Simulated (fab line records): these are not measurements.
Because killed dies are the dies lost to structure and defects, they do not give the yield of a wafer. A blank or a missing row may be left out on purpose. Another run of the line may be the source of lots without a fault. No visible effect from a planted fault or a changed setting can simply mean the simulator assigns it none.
Chamber matching :: flow n5Finfet :: cvdCo-01 running N5_BEOL_M3_PRE_CLEAN_60: 3 sister chambers
The step time 15 s. 27 wafers are shown with their chamber, then 12 later ones without.

== WAFERS PAIRED WITH THEIR CHAMBERS ==
wafer: L074.2
chamber: 1
heaterPowerW (W): 53

wafer: L074.5
chamber: 1
heaterPowerW (W): 53

wafer: L074.6
chamber: 2
heaterPowerW (W): 67

wafer: L077.1
chamber: 0
heaterPowerW (W): 68

wafer: L077.3
chamber: 1
heaterPowerW (W): 52

wafer: L077.5
chamber: 0
heaterPowerW (W): 68

wafer: L078.1
chamber: 1
heaterPowerW (W): 55

wafer: L078.3
chamber: 2
heaterPowerW (W): 66

wafer: L078.6
chamber: 1
heaterPowerW (W): 55

wafer: L082.1
chamber: 1
heaterPowerW (W): 53

wafer: L082.4
chamber: 0
heaterPowerW (W): 70

wafer: L082.6
chamber: 1
heaterPowerW (W): 52

wafer: L083.1
chamber: 1
heaterPowerW (W): 54

wafer: L083.2
chamber: 2
heaterPowerW (W): 71

wafer: L083.4
chamber: 2
heaterPowerW (W): 70

wafer: L086.1
chamber: 1
heaterPowerW (W): 55

wafer: L086.2
chamber: 0
heaterPowerW (W): 68

wafer: L086.4
chamber: 0
heaterPowerW (W): 70

wafer: L090.1
chamber: 2
heaterPowerW (W): 68

wafer: L090.3
chamber: 1
heaterPowerW (W): 54

wafer: L090.6
chamber: 0
heaterPowerW (W): 70

wafer: L091.4
chamber: 2
heaterPowerW (W): 68

wafer: L091.5
chamber: 0
heaterPowerW (W): 69

wafer: L091.6
chamber: 1
heaterPowerW (W): 54

wafer: L092.1
chamber: 1
heaterPowerW (W): 55

wafer: L092.4
chamber: 0
heaterPowerW (W): 69

wafer: L092.6
chamber: 2
heaterPowerW (W): 67

SIGNATURES, as means of the wafers listed above
reading: heaterPowerW
chamber 0: 69.00
chamber 1: 53.75
chamber 2: 68.14
scatter within a chamber: 1.28
Rule: distance of a wafer from a chamber = root of the sum over the readings of ((wafer's reading minus chamber's mean) / reading's scatter) squared. The wafer belongs to the nearest chamber; if the next one is less than 2 further off, it can't be placed. The scatter is the square root of a quotient: the sum, over the shown wafers, of each reading's squared deviation from its chamber's mean, divided by wafers minus chambers.

== WAFERS WITH NO CHAMBER GIVEN ==
wafer: L094.2
heaterPowerW (W): 69

wafer: L094.3
heaterPowerW (W): 54

wafer: L094.4
heaterPowerW (W): 68

wafer: L095.1
heaterPowerW (W): 70

wafer: L095.3
heaterPowerW (W): 55

wafer: L095.4
heaterPowerW (W): 68

wafer: L096.2
heaterPowerW (W): 69

wafer: L096.3
heaterPowerW (W): 56

wafer: L096.6
heaterPowerW (W): 69

wafer: L097.1
heaterPowerW (W): 71

wafer: L097.4
heaterPowerW (W): 68

wafer: L097.5
heaterPowerW (W): 56

== WHICH CHAMBER EACH ONE RAN IN ==
wafer: L094.2
from the rows above: can't be placed: 0 or 2
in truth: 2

wafer: L094.3
from the rows above: 1
in truth: 1

wafer: L094.4
from the rows above: can't be placed: 2 or 0
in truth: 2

wafer: L095.1
from the rows above: can't be placed: 0 or 2
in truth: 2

wafer: L095.3
from the rows above: 1
in truth: 1

wafer: L095.4
from the rows above: can't be placed: 2 or 0
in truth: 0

wafer: L096.2
from the rows above: can't be placed: 0 or 2
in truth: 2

wafer: L096.3
from the rows above: 1
in truth: 1

wafer: L096.6
from the rows above: can't be placed: 0 or 2
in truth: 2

wafer: L097.1
from the rows above: can't be placed: 0 or 2
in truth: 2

wafer: L097.4
from the rows above: can't be placed: 2 or 0
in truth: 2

wafer: L097.5
from the rows above: 1
in truth: 1
Correctly placed: 4 of 12. Cannot be placed on the basis of these rows: 8; the candidates contain the true chamber in 8. Number placed wrongly: 0.
